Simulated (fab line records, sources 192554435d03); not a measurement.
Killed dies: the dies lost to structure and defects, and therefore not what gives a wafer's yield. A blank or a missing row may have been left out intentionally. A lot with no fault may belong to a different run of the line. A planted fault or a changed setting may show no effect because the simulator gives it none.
The tool behind it: which one? ; flow n5 finfet ; 10 lots, 30 wafers sampled, at 5 steps of a route of 1938

## WHAT THE GAUGES READ, wafer by wafer
N5_BEOL_M4_RC_MEAS_101. Usual: DIBL_N 35.4 mV/V, standard deviation 2.1; DIBL_P 34.8 mV/V, standard deviation 2.6; IOFF_N 0.15 nA/um, standard deviation 0.037; IOFF_P 0.19 nA/um, standard deviation 0.037; ION_N 677 uA/um, standard deviation 16; ION_P 462 uA/um, standard deviation 9.3; SS_N 71.4 mV/dec, standard deviation 0.75; SS_P 72.9 mV/dec, standard deviation 0.77; VT_N 250 mV, standard deviation 3.7; VT_P -251 mV, standard deviation 3.5.
lot;measured;on;DIBL_N (mV/V);DIBL_P (mV/V);IOFF_N (nA/um);IOFF_P (nA/um);ION_N (uA/um);ION_P (uA/um);SS_N (mV/dec);SS_P (mV/dec);VT_N (mV);VT_P (mV);flag
L718;day 8 15:29;prober-01;35.6 39.3 37.9;34.3 38.9 37.1;0.13 0.22 0.19;0.14 0.20 0.18;654 684 686;441 455 455;71.5 73.0 72.5;72.4 73.8 73.3;255 247 249;-257 -256 -254;
L721;day 9 06:27;prober-02;34.7 31.1 35.3;35.4 31.0 35.7;0.15 0.09 0.14;0.18 0.13 0.19;697 665 679;463 461 464;70.7 70.3 71.1;72.6 71.1 72.5;249 256 249;-256 -256 -252;
L728;day 10 15:20;prober-01;36.0 36.2 37.3;34.6 34.6 35.1;0.13 0.15 0.15;0.21 0.20 0.19;649 677 661;450 466 450;71.0 71.3 71.3;73.0 73.2 72.4;250 246 249;-251 -252 -251;
L729;day 11 11:31;prober-02;34.3 39.5 32.7;34.2 41.3 31.6;0.13 0.25 0.11;0.17 0.31 0.14;660 712 669;454 480 457;71.3 72.6 70.9;71.9 74.3 72.1;251 242 253;-253 -243 -254;
L731;day 11 12:50;prober-01;35.2 35.3 33.4;34.9 34.9 32.1;0.15 0.14 0.12;0.21 0.21 0.17;683 679 674;467 469 462;71.2 71.3 71.4;73.5 73.1 72.2;248 249 254;-248 -249 -250;
L730;day 11 18:20;prober-02;33.6 35.7 34.1;33.6 36.7 34.6;0.15 0.18 0.16;0.20 0.24 0.22;688 682 700;480 469 479;70.6 71.7 71.4;72.4 72.5 72.1;246 248 246;-248 -248 -250;
L735;day 12 05:58;prober-01;33.1 32.3 33.5;32.2 31.9 33.4;0.11 0.11 0.13;0.15 0.15 0.16;662 682 668;448 472 456;69.8 70.4 71.0;71.9 73.0 72.7;252 253 251;-255 -253 -251;
L734;day 12 14:50;prober-01;37.6 35.6 38.4;37.1 36.4 37.6;0.17 0.13 0.22;0.22 0.20 0.24;678 662 669;467 464 460;71.9 71.2 72.4;73.8 72.4 73.7;248 254 249;-246 -250 -248;
L741;day 14 14:02;prober-02;38.0 36.1 36.0;40.0 37.1 36.9;0.22 0.18 0.17;0.26 0.23 0.21;710 701 689;477 476 467;72.6 71.7 71.4;73.7 73.3 73.6;242 247 246;-247 -250 -250;
L740;day 14 15:19;prober-01;35.5 32.7 35.4;35.0 31.9 36.6;0.15 0.11 0.16;0.23 0.18 0.25;676 672 688;468 472 474;71.7 70.3 71.5;73.1 71.7 72.9;254 254 249;-243 -247 -244;

## WHICH TOOL RAN EACH LOT (tool, then ch and the chambers of the sampled wafers, then the start)
lot;N5_BEOL_M4_ANNEAL_87;N5_BEOL_M4_ANNEAL_91;N5_BEOL_M4_SPUTTER_92;N5_BEOL_M4_SPUTTER_96
L718;pvd sputter-02, day 8 13:07;pvd sputter-02, day 8 13:33;pvd sputter-02, day 8 13:41;pvd sputter-02, day 8 14:08
L721;pvd sputter-02, day 9 04:11;pvd sputter-02, day 9 04:37;pvd sputter-02, day 9 04:46;pvd sputter-02, day 9 05:12
L728;pvd sputter-01, day 10 12:26;pvd sputter-01, day 10 12:52;pvd sputter-01, day 10 13:01;pvd sputter-01, day 10 13:27
L729;pvd sputter-02, day 11 09:05;pvd sputter-02, day 11 09:32;pvd sputter-02, day 11 09:40;pvd sputter-02, day 11 10:07
L731;pvd sputter-01, day 11 10:13;pvd sputter-01, day 11 10:40;pvd sputter-01, day 11 10:48;pvd sputter-01, day 11 11:14
L730;pvd sputter-03, day 11 16:07;pvd sputter-03, day 11 16:35;pvd sputter-03, day 11 16:45;pvd sputter-03, day 11 17:13
L735;pvd sputter-02, day 12 03:40;pvd sputter-02, day 12 04:07;pvd sputter-02, day 12 04:15;pvd sputter-02, day 12 04:41
L734;pvd sputter-02, day 12 12:37;pvd sputter-02, day 12 13:03;pvd sputter-02, day 12 13:11;pvd sputter-02, day 12 13:38
L741;pvd sputter-02, day 14 11:51;pvd sputter-02, day 14 12:17;pvd sputter-02, day 14 12:26;pvd sputter-02, day 14 12:52
L740;pvd sputter-01, day 14 12:49;pvd sputter-01, day 14 13:15;pvd sputter-01, day 14 13:23;pvd sputter-01, day 14 13:50
- N5_BEOL_M4_ANNEAL_87: time 240 s.
- N5_BEOL_M4_ANNEAL_91: time 240 s.
- N5_BEOL_M4_SPUTTER_92: material Cu, target thk 4.5 nm, time 8.29 s.
- N5_BEOL_M4_SPUTTER_96: material Cu, target thk 4.5 nm, time 8.29 s.

## WHAT THE TOOLS THEMSELVES READ (means of the sampled wafers that have a number; where no wafer has one, the mark that the record gives instead)
N5_BEOL_M4_ANNEAL_87. Usual: heater power w reads 839 W (standard deviation 56).
lot;tool;heater power w (W);flag
L718;pvd sputter-02;822;
L721;pvd sputter-02;812;
L728;pvd sputter-01;837;
L729;pvd sputter-02;812;
L731;pvd sputter-01;773;
L730;pvd sputter-03;891;
L735;pvd sputter-02;884;
L734;pvd sputter-02;830;
L741;pvd sputter-02;825;
L740;pvd sputter-01;828;

N5_BEOL_M4_ANNEAL_91. Usual: heater power w reads 837 W (standard deviation 55).
lot;tool;heater power w (W);flag
L718;pvd sputter-02;836;
L721;pvd sputter-02;814;
L728;pvd sputter-01;835;
L729;pvd sputter-02;809;
L731;pvd sputter-01;774;
L730;pvd sputter-03;897;
L735;pvd sputter-02;892;
L734;pvd sputter-02;832;
L741;pvd sputter-02;833;
L740;pvd sputter-01;831;

N5_BEOL_M4_SPUTTER_92. Usual: chamber pressure pa 0.07002 Pa, standard deviation 0.00014; chuck gas flow sccm 1.26 sccm, standard deviation 0.054; substrate temp c -20.01 C, standard deviation 0.12; throttle valve pct 30.6 %, standard deviation 0.74.
lot;tool;chamber pressure pa (Pa);chuck gas flow sccm (sccm);substrate temp c (C);throttle valve pct (%);flag
L718;pvd sputter-02;0.06991;1.30;-20.01;30.1;
L721;pvd sputter-02;0.07013;1.27;-19.97;30.4;
L728;pvd sputter-01;0.07011;1.27;-20.08;30.7;
L729;pvd sputter-02;0.07014;1.30;-20.07;30.3;
L731;pvd sputter-01;0.06994;1.22;-19.98;31.7;
L730;pvd sputter-03;0.06997;1.29;-20.12;31.3;
L735;pvd sputter-02;0.06998;1.20;-20.07;30.5;
L734;pvd sputter-02;0.07000;1.33;-20.06;30.6;
L741;pvd sputter-02;0.07002;1.28;-20.06;30.4;
L740;pvd sputter-01;0.07008;1.38;-19.97;31.0;

N5_BEOL_M4_SPUTTER_96. Usual: chamber pressure pa 0.06998 Pa, standard deviation 0.00014; chuck gas flow sccm 1.25 sccm, standard deviation 0.053; substrate temp c -19.98 C, standard deviation 0.11; throttle valve pct 30.6 %, standard deviation 0.75.
lot;tool;chamber pressure pa (Pa);chuck gas flow sccm (sccm);substrate temp c (C);throttle valve pct (%);flag
L718;pvd sputter-02;0.07000;1.28;-19.98;30.4;
L721;pvd sputter-02;0.06997;1.28;-19.98;30.3;
L728;pvd sputter-01;-;-;-;-;OFF
L729;pvd sputter-02;-;-;-;-;OFF
L731;pvd sputter-01;-;-;-;-;OFF
L730;pvd sputter-03;0.06994;1.29;-20.05;31.2;
L735;pvd sputter-02;0.07015;1.24;-19.90;30.4;
L734;pvd sputter-02;0.07015;1.24;-19.91;30.6;
L741;pvd sputter-02;0.06995;1.24;-20.04;30.3;
L740;pvd sputter-01;0.06995;1.31;-19.97;31.0;

## THE ANSWER, worked out from the rows above alone
Rule: a lot is off if the mean of its wafers that have a number lies more than 3 standard deviations from the usual mean. A lot without any number at a reading at which 4 lots or more have one is off too. The other lots that the step has rows for count as sound. After the gauges, taken in route order, come the tools' own readings; for these a lot's mean is taken, as printed above. At the first step where some lot is off, the reading lying furthest off is the one used; lots without a number count as furthest.
Off: L728, L729, L731, at N5_BEOL_M4_SPUTTER_96 (chamber pressure pa). Without a number there: L728, L729, L731.
If a tool, at that step or one of the process steps before it, ran each lot that is off and ran no sound lot following the first of them, it fits. None of those tried fits.

## WHAT THE SIMULATOR HAD INSERTED
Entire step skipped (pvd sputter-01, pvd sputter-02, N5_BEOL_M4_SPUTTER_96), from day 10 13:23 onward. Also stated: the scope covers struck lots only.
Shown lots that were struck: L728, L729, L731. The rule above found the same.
